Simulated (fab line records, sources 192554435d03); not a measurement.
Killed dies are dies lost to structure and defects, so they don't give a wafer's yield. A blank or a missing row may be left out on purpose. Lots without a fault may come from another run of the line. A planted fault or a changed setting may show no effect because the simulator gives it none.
Which tool did it? | flow n5_finfet | 24 lots, 72 wafers sampled, at 6 steps of a route of 1938

WHAT THE GAUGES READ, wafer by wafer
N5_HKMG_FIN_CD_MEAS_12: target cd 92.8 nm.
lot  | measured     | on        | cd_nm (nm)
L074 | day 4 06:18  | cd_sem-03 | 93.2 92.7 93.3
L075 | day 4 16:23  | cd_sem-01 | 94.1 93.9 92.6
L076 | day 4 22:44  | cd_sem-03 | 93.3 93.4 92.7
L078 | day 5 03:28  | cd_sem-02 | 93.5 94.9 94.3
L077 | day 5 08:11  | cd_sem-03 | 93.1 93.9 93.3
L079 | day 5 12:08  | cd_sem-01 | 92.9 94.4 93.1
L080 | day 5 16:10  | cd_sem-03 | 94.3 93.7 94.8
L081 | day 6 00:47  | cd_sem-02 | 94.1 93.3 93.8
L082 | day 6 10:07  | cd_sem-02 | 93.8 94.2 93.4
L083 | day 6 15:05  | cd_sem-02 | 94.1 93.3 93.1
L084 | day 7 03:07  | cd_sem-02 | 94.0 94.0 95.6
L085 | day 7 09:10  | cd_sem-02 | 94.3 94.6 92.9
L086 | day 7 12:08  | cd_sem-02 | 94.0 93.8 93.8
L087 | day 7 15:26  | cd_sem-01 | 94.2 94.2 92.6
L088 | day 7 21:26  | cd_sem-03 | 92.9 94.0 94.5
L089 | day 8 01:39  | cd_sem-03 | 92.8 94.7 95.1
L090 | day 8 05:47  | cd_sem-02 | 94.2 94.5 93.1
L092 | day 8 13:16  | cd_sem-03 | 93.8 92.8 94.5
L091 | day 8 17:13  | cd_sem-02 | 92.3 93.3 92.9
L093 | day 9 01:32  | cd_sem-01 | 92.9 91.8 93.4
L094 | day 9 08:36  | cd_sem-02 | 93.5 93.9 93.8
L095 | day 9 09:03  | cd_sem-01 | 93.1 93.7 93.8
L096 | day 9 18:46  | cd_sem-01 | 95.4 93.1 94.3
L097 | day 10 00:16 | cd_sem-02 | 94.4 92.3 93.3

N5_GATE_CUT_INSPECT_26: inspects for defects (darkfield).
lot  | measured     | on                | raw_defect_count
L074 | day 4 19:08  | defect_inspect-02 | 61 37 62
L075 | day 5 04:40  | defect_inspect-01 | 37 47 50
L076 | day 5 11:40  | defect_inspect-02 | 25 42 40
L078 | day 5 15:09  | defect_inspect-01 | 21 26 21
L077 | day 5 19:56  | defect_inspect-01 | 25 19 23
L079 | day 6 00:18  | defect_inspect-01 | 33 37 35
L080 | day 6 04:20  | defect_inspect-02 | 39 37 30
L081 | day 6 12:20  | defect_inspect-02 | 41 45 58
L082 | day 6 22:16  | defect_inspect-02 | 72 26 38
L083 | day 7 04:09  | defect_inspect-02 | 25 30 30
L084 | day 7 15:05  | defect_inspect-01 | 43 32 61
L085 | day 7 21:46  | defect_inspect-02 | 30 36 49
L086 | day 8 00:37  | defect_inspect-01 | 53 49 40
L087 | day 8 03:25  | defect_inspect-02 | 32 46 35
L088 | day 8 09:46  | defect_inspect-02 | 46 26 40
L089 | day 8 15:29  | defect_inspect-01 | 32 36 24
L090 | day 8 18:29  | defect_inspect-02 | 61 112 42
L092 | day 9 01:43  | defect_inspect-01 | 29 54 23
L091 | day 9 07:01  | defect_inspect-02 | 43 25 25
L093 | day 9 13:04  | defect_inspect-02 | 24 34 37
L094 | day 9 20:47  | defect_inspect-01 | 46 51 34
L095 | day 9 21:04  | defect_inspect-01 | 27 44 18
L096 | day 10 06:52 | defect_inspect-02 | 28 30 24
L097 | day 10 13:23 | defect_inspect-01 | 46 78 64

WHICH TOOL RAN EACH LOT (tool, then ch and the chambers of the sampled wafers, then the start)
lot  | N5_HKMG_FIN_ETCH_35               | N5_HKMG_FIN_ETCH_67                | N5_HKMG_FIN_STRIP_69                 | N5_GATE_CUT_CMP_02
L074 | rie_diel-03 ch 1,2, day 4 06:41   | rie_diel-03 ch 2,3, day 4 08:55    | plasma_asher-02 ch 0,1, day 4 09:24  | cmp-02 ch 0,2,3, day 4 14:19
L075 | rie_diel-01 ch 0,1,2, day 4 16:46 | rie_diel-03 ch 1,3, day 4 18:52    | plasma_asher-02 ch 0,1, day 4 19:20  | cmp-02 ch 1,2, day 5 00:30
L076 | rie_diel-01 ch 0,1,2, day 4 23:27 | rie_diel-01 ch 0,1,2, day 5 01:35  | plasma_asher-02 ch 0,1, day 5 01:56  | cmp-01 ch 0,2,3, day 5 07:16
L078 | rie_diel-06 ch 1,2, day 5 03:51   | rie_diel-03 ch 2,3, day 5 05:56    | plasma_asher-02 ch 0,1, day 5 06:20  | cmp-02 ch 0,1,3, day 5 10:55
L077 | rie_diel-03 ch 0,2, day 5 08:35   | rie_diel-06 ch 2,3, day 5 10:45    | plasma_asher-01 ch 0,1, day 5 11:09  | cmp-01 ch 0,1,2, day 5 15:49
L079 | rie_diel-03 ch 0,2, day 5 12:57   | rie_diel-06 ch 0,3, day 5 15:07    | plasma_asher-02 ch 0,1, day 5 15:36  | cmp-01 ch 0,1,2, day 5 20:01
L080 | rie_diel-03 ch 0,2,3, day 5 16:47 | rie_diel-03 ch 2,3, day 5 18:53    | plasma_asher-02 ch 0,1, day 5 19:14  | cmp-03 ch 1,2,3, day 6 00:05
L081 | rie_diel-06 ch 0,1, day 6 01:11   | rie_diel-06 ch 0,2, day 6 03:17    | plasma_asher-02 ch 0,1, day 6 03:38  | cmp-03 ch 0,1, day 6 08:13
L082 | rie_diel-03 ch 1,2, day 6 10:30   | rie_diel-01 ch 0,1,2, day 6 12:40  | plasma_asher-02 ch 0,1, day 6 13:02  | cmp-03 ch 0,1, day 6 17:37
L083 | rie_diel-06 ch 0,1,3, day 6 15:29 | rie_diel-01 ch 1,2,3, day 6 17:36  | plasma_asher-02 ch 0,1, day 6 17:59  | cmp-03 ch 0,1,3, day 6 22:33
L084 | rie_diel-03 ch 1,2, day 7 03:45   | rie_diel-01 ch 1,2,3, day 7 05:55  | plasma_asher-02 ch 0,1, day 7 06:17  | cmp-03 ch 0,2,3, day 7 10:54
L085 | rie_diel-03 ch 1,2, day 7 09:34   | rie_diel-03 ch 0,2, day 7 11:39    | plasma_asher-01 ch 0,1, day 7 12:08  | cmp-03 ch 0,1,3, day 7 17:02
L086 | rie_diel-01 ch 0,1,3, day 7 12:43 | rie_diel-03 ch 0,1, day 7 14:49    | plasma_asher-02 ch 0,1, day 7 15:17  | cmp-02 ch 0,1,3, day 7 20:12
L087 | rie_diel-03 ch 1,2,3, day 7 15:50 | rie_diel-03 ch 1,2,3, day 7 17:55  | plasma_asher-01 ch 0, day 7 18:17    | cmp-01 ch 2,3, day 7 22:49
L088 | rie_diel-06 ch 1,3, day 7 22:01   | rie_diel-01 ch 0,1,2, day 8 00:32  | plasma_asher-01 ch 1, day 8 01:02    | cmp-02 ch 0,1,3, day 8 05:37
L089 | rie_diel-01 ch 0,1,2, day 8 02:09 | rie_diel-06 ch 0,1, day 8 04:24    | plasma_asher-01 ch 0,1, day 8 05:09  | cmp-02 ch 0,1,3, day 8 10:28
L090 | rie_diel-06 ch 0,1, day 8 06:10   | rie_diel-06 ch 0,1,2, day 8 08:24  | plasma_asher-01 ch 0,1, day 8 08:53  | cmp-02 ch 0,1,2, day 8 14:01
L092 | rie_diel-01 ch 0,1, day 8 13:39   | rie_diel-06 ch 0,1,3, day 8 15:53  | plasma_asher-01 ch 0,1, day 8 16:15  | cmp-03 ch 0,2, day 8 20:49
L091 | rie_diel-06 ch 0,2,3, day 8 17:36 | rie_diel-06 ch 1,2,3, day 8 19:41  | plasma_asher-01 ch 0,1, day 8 20:03  | cmp-02 ch 0,2,3, day 9 00:42
L093 | rie_diel-01 ch 1,3, day 9 01:55   | rie_diel-03 ch 2,3, day 9 04:02    | plasma_asher-01 ch 1, day 9 04:23    | cmp-02 ch 0,3, day 9 08:55
L094 | rie_diel-03 ch 1,2, day 9 08:59   | rie_diel-03 ch 1,2, day 9 11:09    | plasma_asher-02 ch 0,1, day 9 11:31  | cmp-01 ch 0,1,3, day 9 16:37
L095 | rie_diel-01 ch 0,1,2, day 9 09:26 | rie_diel-03 ch 0,1,3, day 9 11:32  | plasma_asher-02 ch 0,1, day 9 11:53  | cmp-02 ch 1,2,3, day 9 16:55
L096 | rie_diel-01 ch 0,2,3, day 9 19:14 | rie_diel-03 ch 1,2, day 9 21:24    | plasma_asher-01 ch 0,1, day 9 21:52  | cmp-01 ch 1,2,3, day 10 02:25
L097 | rie_diel-01 ch 1,3, day 10 00:39  | rie_diel-03 ch 0,1,2, day 10 02:47 | plasma_asher-02 ch 0,1, day 10 03:18 | cmp-03 ch 0,1,3, day 10 08:49
- N5_HKMG_FIN_ETCH_35: etches SOC in N2/H2, target depth 215.8 nm, time 243.4 s.
- N5_HKMG_FIN_ETCH_67: etches SOC in N2/H2, stops on TiN, target depth 388.9 nm.
- N5_HKMG_FIN_STRIP_69: strips in N2/H2, time 360 s.
- N5_GATE_CUT_CMP_02: polishes, stops on SiO2, t overpolish 12.7 s, target thk 0 nm.

WHAT THE TOOLS THEMSELVES READ (means of the sampled wafers that have a number; where no wafer has one, the mark that the record gives instead)
N5_HKMG_FIN_ETCH_35.
lot  | tool        | drypump_motor_current_A (A) | oes_product_au (a.u.) | rf_vpp_V (V) | showerhead_plenum_p_Torr (Torr) | throttle_valve_pct (%)
L074 | rie_diel-03 | 5.5                         | 0.81                  | 141.9        | 2.59                            | 17.88
L075 | rie_diel-01 | 6.2                         | 0.83                  | 142.6        | 2.56                            | 17.75
L076 | rie_diel-01 | 6.2                         | 0.82                  | 141.9        | 2.56                            | 17.76
L078 | rie_diel-06 | 5.8                         | 0.74                  | 142.3        | 2.58                            | 17.90
L077 | rie_diel-03 | 5.6                         | 0.74                  | 141.3        | 2.54                            | 17.80
L079 | rie_diel-03 | 5.6                         | 0.74                  | 141.0        | 2.54                            | 17.81
L080 | rie_diel-03 | 5.9                         | 0.78                  | 140.8        | 2.51                            | 17.68
L081 | rie_diel-06 | 6.2                         | 0.73                  | 142.9        | 2.63                            | 18.00
L082 | rie_diel-03 | 5.5                         | 0.79                  | 141.4        | 2.58                            | 17.89
L083 | rie_diel-06 | 5.8                         | 0.78                  | 142.6        | 2.62                            | 17.85
L084 | rie_diel-03 | 5.4                         | 0.75                  | 141.4        | 2.57                            | 17.85
L085 | rie_diel-03 | 5.4                         | 0.75                  | 140.8        | 2.56                            | 17.85
L086 | rie_diel-01 | 6.2                         | 0.74                  | 140.6        | 2.52                            | 17.93
L087 | rie_diel-03 | 5.7                         | 0.80                  | 141.9        | 2.54                            | 17.72
L088 | rie_diel-06 | 6.1                         | 0.74                  | 141.2        | 2.61                            | 18.04
L089 | rie_diel-01 | 6.2                         | 0.79                  | 141.1        | 2.55                            | 17.81
L090 | rie_diel-06 | 6.2                         | 0.72                  | 142.3        | 2.63                            | 18.03
L092 | rie_diel-01 | 6.1                         | 0.71                  | 141.3        | 2.48                            | 17.73
L091 | rie_diel-06 | 5.5                         | 0.78                  | 142.0        | 2.58                            | 17.73
L093 | rie_diel-01 | 6.0                         | 0.71                  | 140.5        | 2.44                            | 17.84
L094 | rie_diel-03 | 5.4                         | 0.74                  | 141.5        | 2.56                            | 17.87
L095 | rie_diel-01 | 6.2                         | 0.78                  | 141.8        | 2.54                            | 17.84
L096 | rie_diel-01 | 6.3                         | 0.78                  | 142.1        | 2.58                            | 18.04
L097 | rie_diel-01 | 6.1                         | 0.71                  | 141.3        | 2.47                            | 18.05

N5_HKMG_FIN_ETCH_67.
lot  | tool        | drypump_motor_current_A (A) | oes_product_au (a.u.) | rf_vpp_V (V) | showerhead_plenum_p_Torr (Torr) | throttle_valve_pct (%)
L074 | rie_diel-03 | 5.7                         | 0.79                  | 240.8        | 2.54                            | 17.58
L075 | rie_diel-03 | 6.0                         | 0.87                  | 240.5        | 2.52                            | 17.52
L076 | rie_diel-01 | 6.2                         | 0.82                  | 241.7        | 2.56                            | 17.73
L078 | rie_diel-03 | 6.0                         | 0.82                  | 239.4        | 2.51                            | 17.45
L077 | rie_diel-06 | 5.3                         | 0.84                  | 240.9        | 2.57                            | 17.67
L079 | rie_diel-06 | 5.4                         | 0.85                  | 241.4        | 2.61                            | 17.63
L080 | rie_diel-03 | 5.7                         | 0.77                  | 240.5        | 2.53                            | 17.61
L081 | rie_diel-06 | 5.6                         | 0.78                  | 241.5        | 2.61                            | 17.66
L082 | rie_diel-01 | 6.3                         | 0.80                  | 241.6        | 2.55                            | 17.76
L083 | rie_diel-01 | 6.1                         | 0.78                  | 239.9        | 2.51                            | 17.84
L084 | rie_diel-01 | 6.1                         | 0.78                  | 239.9        | 2.51                            | 17.86
L085 | rie_diel-03 | 5.9                         | 0.71                  | 240.7        | 2.52                            | 17.86
L086 | rie_diel-03 | 5.9                         | 0.75                  | 240.5        | 2.53                            | 17.92
L087 | rie_diel-03 | 5.7                         | 0.78                  | 240.7        | 2.54                            | 17.69
L088 | rie_diel-01 | 6.2                         | 0.78                  | 240.6        | 2.55                            | 17.78
L089 | rie_diel-06 | 6.2                         | 0.72                  | 242.1        | 2.63                            | 18.00
L090 | rie_diel-06 | 5.9                         | 0.72                  | 241.0        | 2.60                            | 17.87
L092 | rie_diel-06 | 5.8                         | 0.77                  | 242.3        | 2.61                            | 17.83
L091 | rie_diel-06 | 5.7                         | 0.75                  | 240.8        | 2.57                            | 17.89
L093 | rie_diel-03 | 5.7                         | 0.74                  | 240.3        | 2.52                            | 17.64
L094 | rie_diel-03 | 5.4                         | 0.73                  | 241.2        | 2.56                            | 17.85
L095 | rie_diel-03 | 5.9                         | 0.77                  | 239.9        | 2.51                            | 17.76
L096 | rie_diel-03 | 5.5                         | 0.76                  | 240.5        | 2.57                            | 17.91
L097 | rie_diel-03 | 5.7                         | 0.73                  | 240.2        | 2.54                            | 17.91

N5_HKMG_FIN_STRIP_69.
lot  | tool            | drypump_motor_current_A (A) | heater_power_w (W)
L074 | plasma_asher-02 | 5.6                         | 454
L075 | plasma_asher-02 | 5.5                         | 409
L076 | plasma_asher-02 | 5.6                         | 457
L078 | plasma_asher-02 | 5.5                         | 405
L077 | plasma_asher-01 | 4.9                         | 487
L079 | plasma_asher-02 | 5.6                         | 444
L080 | plasma_asher-02 | 5.5                         | 409
L081 | plasma_asher-02 | 5.5                         | 405
L082 | plasma_asher-02 | 5.6                         | 447
L083 | plasma_asher-02 | 5.5                         | 407
L084 | plasma_asher-02 | 5.5                         | 414
L085 | plasma_asher-01 | 4.9                         | 483
L086 | plasma_asher-02 | 5.5                         | 406
L087 | plasma_asher-01 | 4.9                         | 512
L088 | plasma_asher-01 | 4.9                         | 470
L089 | plasma_asher-01 | 4.9                         | 503
L090 | plasma_asher-01 | 4.9                         | 481
L092 | plasma_asher-01 | 4.9                         | 484
L091 | plasma_asher-01 | 4.9                         | 485
L093 | plasma_asher-01 | 4.9                         | 470
L094 | plasma_asher-02 | 5.6                         | 452
L095 | plasma_asher-02 | 5.6                         | 449
L096 | plasma_asher-01 | 4.9                         | 486
L097 | plasma_asher-02 | 5.6                         | 453

N5_GATE_CUT_CMP_02.
lot  | tool   | edge_zone_pressure_frac | motor_current_A (A) | overpolish_run_s (s) | retaining_ring_pressure_frac | time_to_endpoint_s (s)
L074 | cmp-02 | 1.002                   | 8.9                 | 12.711               | 1.002                        | 26
L075 | cmp-02 | 0.998                   | 10.2                | 12.694               | 1.000                        | 28
L076 | cmp-01 | 0.997                   | 9.4                 | 12.694               | 0.999                        | 28
L078 | cmp-02 | 0.994                   | 9.5                 | 12.694               | 1.005                        | 26
L077 | cmp-01 | 0.999                   | 9.1                 | 12.695               | 1.000                        | 26
L079 | cmp-01 | 0.998                   | 9.4                 | 12.701               | 1.000                        | 26
L080 | cmp-03 | 1.000                   | 9.6                 | 12.705               | 1.000                        | 24
L081 | cmp-03 | 0.998                   | 9.1                 | 12.702               | 0.998                        | 25
L082 | cmp-03 | 1.005                   | 9.8                 | 12.701               | 1.001                        | 20
L083 | cmp-03 | 1.004                   | 9.0                 | 12.699               | 1.003                        | 20
L084 | cmp-03 | 0.998                   | 8.7                 | 12.700               | 1.004                        | 24
L085 | cmp-03 | 0.998                   | 8.5                 | 12.701               | 1.000                        | 23
L086 | cmp-02 | 1.000                   | 9.0                 | 12.702               | 0.998                        | 28
L087 | cmp-01 | 1.007                   | 9.3                 | 12.699               | 0.998                        | 25
L088 | cmp-02 | 0.998                   | 9.2                 | 12.701               | 0.997                        | 27
L089 | cmp-02 | 1.002                   | 9.2                 | 12.706               | 1.000                        | 27
L090 | cmp-02 | 1.001                   | 10.0                | 12.709               | 1.001                        | 27
L092 | cmp-03 | 1.007                   | 8.9                 | 12.696               | 0.997                        | 26
L091 | cmp-02 | 0.997                   | 8.9                 | 12.698               | 0.998                        | 28
L093 | cmp-02 | 0.997                   | 8.4                 | 12.700               | 1.004                        | 26
L094 | cmp-01 | 1.000                   | 9.1                 | 12.701               | 1.002                        | 28
L095 | cmp-02 | 1.001                   | 9.5                 | 12.699               | 1.003                        | 30
L096 | cmp-01 | 1.000                   | 9.2                 | 12.700               | 1.002                        | 24
L097 | cmp-03 | 0.999                   | 9.2                 | 12.696               | 1.005                        | 21

THE ANSWER, worked out from the rows above alone
Rule: what is usual is taken from the lots themselves. Put in order of their means at a reading, lots are off if they are a third of the lots or fewer, leave a main group of 4 or more, and stand apart from it by a gap of 3 or more times the standard deviation of the main group's means; of several such gaps the widest counts. A main group whose means are all the same, to the digits that the tables above print for the reading, isn't used. A lot without any number at a reading at which 4 lots or more have one is off too. The other lots that the step has rows for count as sound. The gauges are gone through in route order, then the tools' own readings, and for those a lot's mean is taken as printed above. The first step at which some lot is off is used, and at that step the reading that is off furthest; a lot without a number counts as furthest.
No lot is off at any reading shown: from this, nothing can be told.

WHAT THE SIMULATOR HAD PUT IN
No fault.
